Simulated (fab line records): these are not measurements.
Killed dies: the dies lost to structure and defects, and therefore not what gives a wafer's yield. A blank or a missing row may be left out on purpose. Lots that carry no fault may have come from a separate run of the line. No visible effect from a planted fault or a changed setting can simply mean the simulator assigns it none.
Chamber matching / flow nandHarc / 4 sister chambers for NHARC_A_WL_FILL_ALD_00 on aldHk-04
The step deposits Al2O3, target thk 3 nm, pulse time 3 s, ald cycles 30. 8 wafers are shown with their chamber, then 8 later ones without.

== WAFERS PAIRED WITH THEIR CHAMBERS ==
wafer=L078.4; chamber=3; heaterPowerW (W)=421; precursorPulseHeightRel=1.002
wafer=L078.6; chamber=1; heaterPowerW (W)=507; precursorPulseHeightRel=0.976
wafer=L086.4; chamber=2; heaterPowerW (W)=555; precursorPulseHeightRel=1.005
wafer=L086.5; chamber=2; heaterPowerW (W)=540; precursorPulseHeightRel=0.998
wafer=L086.6; chamber=3; heaterPowerW (W)=424; precursorPulseHeightRel=0.995
wafer=L091.1; chamber=1; heaterPowerW (W)=542; precursorPulseHeightRel=0.964
wafer=L091.5; chamber=0; heaterPowerW (W)=512; precursorPulseHeightRel=1.010
wafer=L093.3; chamber=0; heaterPowerW (W)=512; precursorPulseHeightRel=1.021

== WAFERS WITHOUT THEIR CHAMBER ==
wafer=L093.4; heaterPowerW (W)=510; precursorPulseHeightRel=1.010
wafer=L093.5; heaterPowerW (W)=509; precursorPulseHeightRel=1.001
wafer=L095.4; heaterPowerW (W)=501; precursorPulseHeightRel=0.964
wafer=L095.5; heaterPowerW (W)=533; precursorPulseHeightRel=1.008
wafer=L095.6; heaterPowerW (W)=503; precursorPulseHeightRel=0.974
wafer=L097.3; heaterPowerW (W)=430; precursorPulseHeightRel=1.012
wafer=L097.4; heaterPowerW (W)=514; precursorPulseHeightRel=0.963
wafer=L097.5; heaterPowerW (W)=521; precursorPulseHeightRel=1.013

== WHICH CHAMBER EACH ONE RAN IN ==
wafer=L093.4; from the rows above=0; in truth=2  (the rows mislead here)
wafer=L093.5; from the rows above=can't be placed: 0 or 2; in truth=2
wafer=L095.4; from the rows above=1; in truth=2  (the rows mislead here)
wafer=L095.5; from the rows above=can't be placed: 2 or 0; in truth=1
wafer=L095.6; from the rows above=1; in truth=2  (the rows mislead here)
wafer=L097.3; from the rows above=3; in truth=3
wafer=L097.4; from the rows above=1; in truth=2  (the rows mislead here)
wafer=L097.5; from the rows above=can't be placed: 0 or 2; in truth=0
Placed correctly: 1 of 8. Unplaceable from these rows: 3, with the true chamber sitting among the candidates in 2. Number placed wrongly: 4.
How it was worked out, from the rows above alone: a wafer's distance from a chamber is the root of the sum, over the readings, of the square of ((its reading less the chamber's mean) divided by the reading's scatter). The wafer belongs to the nearest chamber; if the next one is less than 2 further off, it can't be placed. Each chamber's mean is taken over the wafers shown for it. The scatter is the square root of a quotient: the sum, over the shown wafers, of each reading's squared deviation from its chamber's mean, divided by wafers minus chambers.
